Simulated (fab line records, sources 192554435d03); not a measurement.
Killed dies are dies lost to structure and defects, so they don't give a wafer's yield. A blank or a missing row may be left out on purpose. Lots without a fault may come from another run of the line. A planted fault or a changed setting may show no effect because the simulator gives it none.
fab line records | flow n5_finfet | part 1 of 2: steps 1 to 24 of 31
record lots=5 wafers=15 last_day=17
route steps=1938 shown HKMG_FIN@414
lots that met no fault: from a run of the same line without faults
start_h: hours from the record's first day to the start of the lot's first wafer shown | wait_h: hours since the lot's step before | " the same as in the row above | L1.1+2: a row that stands for several wafers | - no value, or no start given | * or withheld: withheld | < > ~ a bound
route shown NAME@n: a module of which the file shows steps, and the number in the route of the first | usual: mean/standard deviation of fault-free wafers | same: alike in all rows | chamber/n: place in a boat | sites: the reading at each site | _std_site: their standard deviation | _edge_site: outer sites' mean less inner sites' | radius_mm: how far each site lies from the wafer's centre | mask NAME#n: copy n | behind: the tool/chamber that last shaped the wafer | hold: why the lot was held/for how many hours/how that ended | device: the transistor (n, p or np) that didn't switch | end of line: the same wafers' tests at the end of the route | a step without rows: its recipe alone | killed: dies lost to structure and defects at the first sort, not the wafer's yield | map: a wafer's dies, x killed, . not, _ none there
set.NAME: the setting as run; set.NAME@STEP: as run at that earlier step | model.NAME: the simulator's own value behind a step, which no gauge read
lots at some steps of the route; a table a step, a row a wafer
services: from which hour (start_h, from the record's first day; less than 0 if before it) a tool's chamber was out of use, for how many hours, and why
## steps
# step N5_HKMG_FIN_RTA_80
# recipe temp_c=withheld time_s=2 ambient=N2 idle_temp_c=600 ramp_up_c_per_s=150 ramp_down_c_per_s=60 cool_to_c=600
# columns lot.wafer tool chamber start_h wait_h
L082.2+3+6 rtp_anneal-02 0 123.81 0.2
L083.2+5+6 rtp_anneal-02 0 134.99 0.2
L084.2+4+5 rtp_anneal-01 0 141.99 0.1
L089.1+5+6 rtp_anneal-02 0 165.75 0.1
L094.3+5+6 rtp_anneal-01 0 199.26 0.4
# step N5_HKMG_FIN_PRECLEAN_64
# recipe chemistry=dHF time_s=30 temp_c=25 dilution=withheld
# columns lot.wafer tool chamber start_h wait_h
L082.2+3+6 wet_bench-02 4,3,5 123.94 0.1
L083.2+5+6 wet_bench-05 1,7,0 135.12 0.1
L084.2+4+5 wet_bench-05 5,0,1 142.12 0.1
L089.1+5+6 wet_bench-02 5,6,2 165.89 0.1
L094.3+5+6 wet_bench-02 2,0,3 199.36 0.1
# step N5_HKMG_FIN_WET_ETCH_65
# recipe chemistry=TMAH temp_c=70 conc_wt_pct=5 target=a-Si stop_on=TiN time_s=49 target_depth_nm=3
# columns lot.wafer tool chamber start_h wait_h
L082.2+3+6 wet_bench-02 4,3,5 123.96 0.0
L083.2+5+6 wet_bench-05 1,7,0 135.13 0.0
L084.2+4+5 wet_bench-05 5,0,1 142.13 0.0
L089.1+5+6 wet_bench-02 5,6,2 165.90 0.0
L094.3+5+6 wet_bench-02 2,0,3 199.38 0.0
# step N5_HKMG_FIN_WET_ETCH_81
# recipe chemistry=SC1 target=TiN stop_on=HfO2 mix=1:1:5 temp_c=60 time_s=57 target_depth_nm=6
# columns lot.wafer tool chamber start_h wait_h
L082.2+3+6 wet_bench-02 4,3,5 123.99 0.0
L083.2+5+6 wet_bench-05 1,7,0 135.14 0.0
L084.2+4+5 wet_bench-05 5,0,1 142.14 0.0
L089.1+5+6 wet_bench-02 5,6,2 165.92 0.0
L094.3+5+6 wet_bench-02 2,0,3 199.39 0.0
# step N5_HKMG_FIN_WET_ETCH_82
# recipe chemistry=dHCl mix=1:10000 temp_c=25 target=La2O3 stop_on=HfO2 target_depth_nm=2 dry=ipa_marangoni rinse_time_s=30 rinse_temp_c=23
# columns lot.wafer tool chamber start_h wait_h
L082.2+3+6 wet_bench-02 4,3,5 124.05 0.0
L083.2+5+6 wet_bench-05 1,7,0 135.18 0.0
L084.2+4+5 wet_bench-05 5,0,1 142.17 0.0
L089.1+5+6 wet_bench-02 5,6,2 165.95 0.0
L094.3+5+6 wet_bench-02 2,0,3 199.43 0.0
# step N5_HKMG_FIN_ALD_36
# recipe material=TiN target_thk_a=10 temp_c=400 ald_precursor_family=TiCl4 ald_co_reactant=NH3 pulse_time_s=1 purge_time_s=3 co_reactant_purge_time_s=2 co_reactant_pulse_time_s=2 ald_cycles=47 pressure_torr=3
# usual chamber_pressure_Torr=3.000/0.0067 heater_power_w=907/51 precursor_pulse_height_rel=1.002/0.02
# columns lot.wafer tool chamber start_h wait_h chamber_pressure_Torr heater_power_w precursor_pulse_height_rel
L082.2 ald_metal-01 1 124.14 0.0 3.002 845 0.970
L082.3 " 0 " " 3.007 906 1.009
L082.6 " 3 " " 2.996 945 0.986
L083.2 ald_metal-01 0 135.24 0.0 2.992 911 0.993
L083.5 " 0 " " 2.995 892 1.034
L083.6 " 1 " " 3.008 860 1.029
L084.2 ald_metal-01 1 142.24 0.0 2.998 858 0.997
L084.4 " 3 " " 2.996 929 1.035
L084.5 " 1 " " 2.992 854 0.980
L089.1 ald_metal-02 2 166.01 0.0 2.995 1008 1.011
L089.5 " 1 " " 3.003 817 0.982
L089.6 " 2 " " 3.007 1022 1.004
L094.3 ald_metal-01 1 199.50 0.0 3.011 894 0.985
L094.5 " 0 " " 3.002 920 0.989
L094.6 " 1 " " 2.996 847 0.984
# step N5_HKMG_FIN_THK_MEAS_70
# recipe thk_meas_gauge=xrf reads=HfO2_of_HKMG_FIN_HK_ALD_01
# usual HK_THK=1.610/0.019
# columns lot.wafer tool chamber start_h wait_h HK_THK[nm]
L082.2 film_metro-01 - 124.42 0.2 1.608
L082.3 " - " " 1.635
L082.6 " - " " 1.606
L083.2 film_metro-01 - 135.52 0.2 1.619
L083.5 " - " " 1.625
L083.6 " - " " 1.614
L084.2 film_metro-02 - 142.52 0.2 1.587
L084.4 " - " " 1.648
L084.5 " - " " 1.625
L089.1 film_metro-02 - 166.29 0.2 1.615
L089.5 " - " " 1.590
L089.6 " - " " 1.604
L094.3 film_metro-02 - 199.78 0.2 1.652
L094.5 " - " " 1.647
L094.6 " - " " 1.635
# step N5_HKMG_FIN_PWFM_ALD_03
# recipe material=TiN target_thk_a=20 temp_c=400 ald_precursor_family=TiCl4 ald_co_reactant=NH3 pulse_time_s=1 purge_time_s=3 co_reactant_purge_time_s=2 co_reactant_pulse_time_s=2 ald_cycles=91 pressure_torr=3
# usual chamber_pressure_Torr=3.000/0.0063 heater_power_w=904/62 precursor_pulse_height_rel=0.998/0.021
# columns lot.wafer tool chamber start_h wait_h chamber_pressure_Torr heater_power_w precursor_pulse_height_rel
L082.2 ald_metal-02 1 124.46 0.0 3.000 794 1.006
L082.3 " 2 " " 2.995 999 0.965
L082.6 " 3 " " 2.997 873 1.045
L083.2 ald_metal-04 2 135.55 0.0 3.010 906 0.979
L083.5 " 2 " " 3.001 902 1.017
L083.6 " 3 " " 2.992 878 1.011
L084.2 ald_metal-04 0 142.55 0.0 3.008 933 0.993
L084.4 " 3 " " 3.007 885 1.037
L084.5 " 1 " " 2.993 971 0.983
L089.1 ald_metal-02 3 166.33 0.0 3.003 905 0.983
L089.5 " 0 " " 3.004 828 1.022
L089.6 " 3 " " 3.009 889 1.001
L094.3 ald_metal-02 3 199.81 0.0 3.000 930 1.028
L094.5 " 1 " " 3.000 798 1.014
L094.6 " 0 " " 3.011 843 0.981
# step N5_HKMG_FIN_COAT_29
# recipe resist=SOC temp_c=250 time_s=60 spin_rpm=1500 resist_thk_nm=300
# usual plate_temp_C=250.01/0.18
# columns lot.wafer tool chamber start_h wait_h plate_temp_C
L082.2 litho_track-05 0 124.93 0.2 250.03
L082.3 " 0 " " 249.95
L082.6 " 0 " " 250.27
L083.2 litho_track-04 0 136.02 0.2 250.21
L083.5 " 0 " " 250.33
L083.6 " 0 " " 250.03
L084.2 litho_track-05 0 143.02 0.2 249.75
L084.4 " 0 " " 249.89
L084.5 " 0 " " 249.74
L089.1 litho_track-05 0 166.80 0.2 250.52
L089.5 " 0 " " 250.07
L089.6 " 0 " " 250.16
L094.3 litho_track-04 0 200.28 0.2 250.07
L094.5 " 0 " " 250.10
L094.6 " 0 " " 250.20
# step N5_HKMG_FIN_COAT_30
# recipe resist=SiARC temp_c=220 time_s=60 spin_rpm=1500 resist_thk_nm=35
# usual plate_temp_C=219.97/0.16
# columns lot.wafer tool chamber start_h wait_h plate_temp_C
L082.2 litho_track-05 0 - - 220.00
L082.3 " 0 " " 220.11
L082.6 " 0 " " 220.38
L083.2 litho_track-04 0 - - 220.29
L083.5 " 0 " " 220.10
L083.6 " 0 " " 219.96
L084.2 litho_track-05 0 - - 219.70
L084.4 " 0 " " 220.00
L084.5 " 0 " " 219.75
L089.1 litho_track-05 0 - - 220.11
L089.5 " 0 " " 220.07
L089.6 " 0 " " 220.03
L094.3 litho_track-04 0 - - 220.03
L094.5 " 0 " " 219.99
L094.6 " 0 " " 220.16
# step N5_HKMG_FIN_COAT_06
# recipe resist=CAR-ArF spin_rpm=1500 resist_thk_nm=90
# columns lot.wafer tool chamber start_h wait_h
L082.2+3+6 litho_track-05 0 - -
L083.2+5+6 litho_track-04 0 - -
L084.2+4+5 litho_track-05 0 - -
L089.1+5+6 litho_track-05 0 - -
L094.3+5+6 litho_track-04 0 - -
# step N5_HKMG_FIN_EBR_08
# recipe solvent=PGMEA ebr_width_mm=1.5
# columns lot.wafer tool chamber start_h wait_h
L082.2+3+6 litho_track-05 0 - -
L083.2+5+6 litho_track-04 0 - -
L084.2+4+5 litho_track-05 0 - -
L089.1+5+6 litho_track-05 0 - -
L094.3+5+6 litho_track-04 0 - -
# step N5_HKMG_FIN_SOFTBAKE_07
# recipe temp_c=110 time_s=60 resist=CAR-ArF
# usual plate_temp_C=109.98/0.12
# columns lot.wafer tool chamber start_h wait_h plate_temp_C
L082.2 litho_track-05 0 - - 110.27
L082.3 " 0 " " 110.11
L082.6 " 0 " " 109.92
L083.2 litho_track-04 0 - - 110.17
L083.5 " 0 " " 110.01
L083.6 " 0 " " 109.98
L084.2 litho_track-05 0 - - 109.98
L084.4 " 0 " " 110.00
L084.5 " 0 " " 110.10
L089.1 litho_track-05 0 - - 110.30
L089.5 " 0 " " 109.93
L089.6 " 0 " " 110.08
L094.3 litho_track-04 0 - - 110.05
L094.5 " 0 " " 110.09
L094.6 " 0 " " 109.98
# step N5_HKMG_FIN_EXPOSE_09
# recipe mask_id=NWFM na=1.35 source_shape=conventional sigma_outer=0.8 polarization=unpolarized dose_mj=39.25
# columns lot.wafer tool chamber start_h wait_h mask
L082.2+3+6 arfi_scanner-03 0 125.05 - NWFM#0
L083.2+5+6 arfi_scanner-02 0 136.27 - NWFM#0
L084.2+4+5 arfi_scanner-03 0 143.27 - NWFM#0
L089.1+5+6 arfi_scanner-03 0 167.04 - NWFM#0
L094.3+5+6 arfi_scanner-03 0 200.54 - NWFM#0
# step N5_HKMG_FIN_PEB_10
# recipe peb_temp_c=withheld peb_time_s=60 resist=CAR-ArF
# columns lot.wafer tool chamber start_h wait_h
L082.2+3+6 litho_track-05 0 125.10 0.0
L083.2+5+6 litho_track-05 0 136.33 0.0
L084.2+4+5 litho_track-05 0 143.33 0.0
L089.1+5+6 litho_track-05 0 167.10 0.1
L094.3+5+6 litho_track-04 0 200.59 0.0
# step N5_HKMG_FIN_DEVELOP_11
# recipe develop_time_s=30 developer=TMAH resist=CAR-ArF dev_temp_c=23 rinse_liquid=diw dry=air_spin
# columns lot.wafer tool chamber start_h wait_h
L082.2+3+6 litho_track-05 0 - -
L083.2+5+6 litho_track-05 0 - -
L084.2+4+5 litho_track-05 0 - -
L089.1+5+6 litho_track-05 0 - -
L094.3+5+6 litho_track-04 0 - -
# step N5_HKMG_FIN_CD_MEAS_12
# recipe target_cd_nm=92.8 landing_energy_ev=500 detector=se_inlens
# usual cd_nm=92.5/0.53
# columns lot.wafer tool chamber start_h wait_h cd_nm
L082.2 cd_sem-01 0 125.17 - 92.7
L082.3 " 0 " " 93.0
L082.6 " 0 " " 92.2
L083.2 cd_sem-02 0 136.39 - 92.6
L083.5 " 0 " " 91.1
L083.6 " 0 " " 92.9
L084.2 cd_sem-02 0 143.39 - 92.9
L084.4 " 0 " " 92.3
L084.5 " 0 " " 92.8
L089.1 cd_sem-02 0 167.17 - 93.9
L089.5 " 0 " " 93.4
L089.6 " 0 " " 92.9
L094.3 cd_sem-02 0 200.65 - 92.6
L094.5 " 0 " " 92.0
L094.6 " 0 " " 92.9
# step N5_HKMG_FIN_OVL_MEAS_13
# recipe points_per_wafer=44
# usual NWFM_OVL=-0.5/0.73
# columns lot.wafer tool chamber start_h wait_h NWFM_OVL[nm]
L082.2 overlay-02 0 125.20 0.0 -1.1
L082.3 " 0 " " -1.0
L082.6 " 0 " " -1.1
L083.2 overlay-02 0 136.42 0.0 -0.6
L083.5 " 0 " " 0.1
L083.6 " 0 " " 0.2
L084.2 overlay-01 0 143.42 0.0 -1.9
L084.4 " 0 " " -1.1
L084.5 " 0 " " -1.0
L089.1 overlay-02 0 167.20 0.0 -0.7
L089.5 " 0 " " -0.9
L089.6 " 0 " " 0.1
L094.3 overlay-02 0 200.68 0.0 -0.8
L094.5 " 0 " " -0.6
L094.6 " 0 " " -1.2
# step N5_HKMG_FIN_INSPECT_14
# recipe mode=adi inspect_instrument=macro
# usual raw_defect_count=2.1/1.3
# columns lot.wafer tool chamber start_h wait_h raw_defect_count
L082.2 defect_inspect-01 - 125.23 0.0 1
L082.3 " - " " 3
L082.6 " - " " 2
L083.2 defect_inspect-01 - 136.45 0.0 1
L083.5 " - " " 3
L083.6 " - " " 5
L084.2 defect_inspect-02 - 143.45 0.0 3
L084.4 " - " " 1
L084.5 " - " " 4
L089.1 defect_inspect-01 - 167.22 0.0 6
L089.5 " - " " 3
L089.6 " - " " 2
L094.3 defect_inspect-02 - 200.71 0.0 1
L094.5 " - " " 1
L094.6 " - " " 1
# step N5_HKMG_FIN_DESCUM_17
# recipe chemistry=O2 time_s=7.9 source_power_w=50 bias_power_w=20 pressure_mtorr=20 rf_frequency_hz=2.712e+07 temp_c=40 resist=CAR-ArF o2_flow_sccm=225
# usual drypump_motor_current_A=5.8/0.48 oes_product_au=0.76/0.078 rf_vpp_V=244.3/0.97 showerhead_plenum_p_Torr=2.16/0.039 throttle_valve_pct=20.38/0.24
# columns lot.wafer tool chamber start_h wait_h drypump_motor_current_A oes_product_au rf_hours_counter_h rf_vpp_V showerhead_plenum_p_Torr throttle_valve_pct
L082.2 rie_diel-01 0 125.26 0.0 6.4 0.75 161 245.1 2.18 20.35
L082.3 " 2 " " 5.2 0.69 239 243.2 2.16 20.98
L082.6 " 2 " " 5.2 0.70 - 245.1 2.16 20.99
L083.2 rie_diel-03 3 136.48 0.0 5.3 0.71 179 244.3 2.17 20.40
L083.5 " 2 " " 5.3 0.70 - 244.5 2.17 20.26
L083.6 " 3 " " 5.3 0.72 - 243.9 2.17 20.41
L084.2 rie_diel-05 2 143.48 0.0 5.9 0.70 233 244.1 2.13 20.52
L084.4 " 0 " " 6.4 0.72 190 243.5 2.16 20.13
L084.5 " 2 " " 5.9 0.70 - 243.8 2.13 20.53
L089.1 rie_diel-03 2 167.25 0.0 5.3 0.68 222 244.2 2.16 20.29
L089.5 " 0 " " 5.9 0.92 - 244.6 2.22 20.26
L089.6 " 1 " " 5.4 0.88 - 244.7 2.15 20.47
L094.3 rie_diel-05 3 200.74 0.0 5.7 0.67 246 242.3 2.06 20.83
L094.5 " 2 " " 5.9 0.68 - 244.9 2.13 20.54
L094.6 " 1 " " 5.1 0.75 - 244.2 2.09 20.10
# step N5_HKMG_FIN_ETCH_31
# recipe chemistry=CF4 target=SiARC target_depth_a=455 mask_material=CAR-ArF time_s=75.8 ion_energy_ev=80 pressure_mtorr=40 source_w=545 bias_w=36 Ar_flow_sccm=100 cf4_flow_sccm=100 ends=cleared
# usual drypump_motor_current_A=5.8/0.48 etch_rf_on_time_s=76.3/1.6 oes_product_au=0.65/0.062 rf_vpp_V=184.8/0.9 showerhead_plenum_p_Torr=2.20/0.038 throttle_valve_pct=15.58/0.22
# columns lot.wafer tool chamber start_h wait_h drypump_motor_current_A etch_rf_on_time_s oes_product_au rf_hours_counter_h rf_vpp_V showerhead_plenum_p_Torr throttle_valve_pct
L082.2 rie_diel-01 0 125.30 0.0 6.4 76.5 0.63 161 185.8 2.23 15.49
L082.3 " 2 " " 5.2 78.7 0.59 239 183.9 2.19 16.06
L082.6 " 2 " " 5.2 78.6 0.58 - 184.8 2.19 16.05
L083.2 rie_diel-03 3 136.51 0.0 5.2 78.0 0.60 179 185.2 2.21 15.55
L083.5 " 2 " " 5.3 75.6 0.59 - 185.7 2.21 15.45
L083.6 " 3 " " 5.2 79.1 0.60 - 184.7 2.21 15.54
L084.2 rie_diel-05 2 143.51 0.0 6.0 76.8 0.60 233 183.3 2.20 15.91
L084.4 " 0 " " 6.4 77.5 0.61 190 185.4 2.21 15.39
L084.5 " 2 " " 5.9 76.7 0.60 - 184.9 2.20 15.88
L089.1 rie_diel-03 2 167.29 0.0 5.3 74.5 0.59 222 184.0 2.21 15.48
L089.5 " 0 " " 5.8 77.6 0.75 - 185.9 2.27 15.46
L089.6 " 1 " " 5.3 77.0 0.74 - 185.5 2.19 15.54
L094.3 rie_diel-05 3 200.77 0.0 5.7 78.7 0.56 246 182.9 2.11 15.99
L094.5 " 2 " " 5.9 78.7 0.59 - 184.7 2.19 15.93
L094.6 " 1 " " 5.1 75.0 0.65 - 183.0 2.13 15.26
# step N5_HKMG_FIN_ETCH_32
# recipe chemistry=N2/H2 target=SOC target_depth_a=2400 temp_c=40 time_s=300 ion_energy_ev=200 mask_material=SiARC pressure_mtorr=30 source_w=840 bias_w=150 n2_flow_sccm=200 h2_flow_sccm=200
# usual drypump_motor_current_A=5.8/0.48 oes_product_au=0.76/0.073 rf_vpp_V=526.1/1.4 showerhead_plenum_p_Torr=2.62/0.052 throttle_valve_pct=17.81/0.23
# columns lot.wafer tool chamber start_h wait_h drypump_motor_current_A oes_product_au rf_hours_counter_h rf_vpp_V showerhead_plenum_p_Torr throttle_valve_pct
L082.2 rie_diel-01 0 125.35 0.0 6.4 0.75 161 526.7 2.63 17.66
L082.3 " 2 " " 5.2 0.68 239 526.8 2.60 18.24
L082.6 " 2 " " 5.2 0.68 - 525.5 2.60 18.24
L083.2 rie_diel-03 3 136.57 0.0 5.3 0.70 179 527.1 2.65 17.94
L083.5 " 2 " " 5.3 0.70 - 526.0 2.64 17.79
L083.6 " 3 " " 5.3 0.71 - 527.6 2.65 17.94
L084.2 rie_diel-05 2 143.57 0.0 5.9 0.70 233 526.9 2.62 18.10
L084.4 " 0 " " 6.4 0.72 190 525.9 2.63 17.65
L084.5 " 2 " " 5.9 0.70 - 524.3 2.62 18.10
L089.1 rie_diel-03 2 167.35 0.0 5.3 0.70 222 526.4 2.64 17.83
L089.5 " 0 " " 5.9 0.90 - 528.9 2.70 17.65
L089.6 " 1 " " 5.3 0.87 - 525.3 2.58 17.66
L094.3 rie_diel-05 3 200.83 0.0 5.7 0.67 246 522.3 2.52 18.41
L094.5 " 2 " " 5.9 0.69 - 526.2 2.61 18.12
L094.6 " 1 " " 5.1 0.77 - 525.3 2.53 17.48
# step N5_HKMG_FIN_STRIP_33
# recipe chemistry=N2/H2 temp_c=40 n2_flow_sccm=200 h2_flow_sccm=200 rf_frequency_hz=6e+07
# columns lot.wafer tool chamber start_h wait_h
L082.2+3+6 rie_diel-01 0,2,2 125.53 0.1
L083.2+5+6 rie_diel-03 3,2,3 136.75 0.1
L084.2+4+5 rie_diel-05 2,0,2 143.75 0.1
L089.1+5+6 rie_diel-03 2,0,1 167.53 0.1
L094.3+5+6 rie_diel-05 3,2,1 201.01 0.1
# step N5_HKMG_FIN_STRIP_34
# recipe chemistry=CF4 resist=SiARC power_w=300 bias_power_w=75 pressure_mtorr=50 cf4_flow_sccm=150 rf_frequency_hz=6e+07
# usual drypump_motor_current_A=5.8/0.48 oes_product_au=0.76/0.069 rf_vpp_V=272.2/0.92 showerhead_plenum_p_Torr=1.84/0.032 throttle_valve_pct=13.56/0.23
# columns lot.wafer tool chamber start_h wait_h drypump_motor_current_A oes_product_au rf_hours_counter_h rf_vpp_V showerhead_plenum_p_Torr throttle_valve_pct
L082.2 rie_diel-01 0 125.54 0.0 6.4 0.75 161 273.3 1.86 13.45
L082.3 " 2 " " 5.2 0.69 239 271.0 1.83 14.03
L082.6 " 2 " " 5.2 0.69 - 272.1 1.83 14.03
L083.2 rie_diel-03 3 136.76 0.0 5.2 0.72 179 273.0 1.84 13.52
L083.5 " 2 " " 5.3 0.69 - 271.5 1.84 13.40
L083.6 " 3 " " 5.3 0.72 - 272.1 1.84 13.53
L084.2 rie_diel-05 2 143.76 0.0 5.9 0.71 234 272.5 1.85 13.94
L084.4 " 0 " " 6.4 0.72 190 271.8 1.84 13.38
L084.5 " 2 " " 5.9 0.70 - 272.5 1.85 13.95
L089.1 rie_diel-03 2 167.54 0.0 5.3 0.68 222 272.2 1.83 13.45
L089.5 " 0 " " 5.9 0.88 - 273.1 1.90 13.39
L089.6 " 1 " " 5.4 0.86 - 272.0 1.83 13.47
L094.3 rie_diel-05 3 201.02 0.0 5.7 0.67 246 270.2 1.75 13.92
L094.5 " 2 " " 5.9 0.69 - 273.3 1.85 13.96
L094.6 " 1 " " 5.1 0.75 - 270.5 1.80 13.30
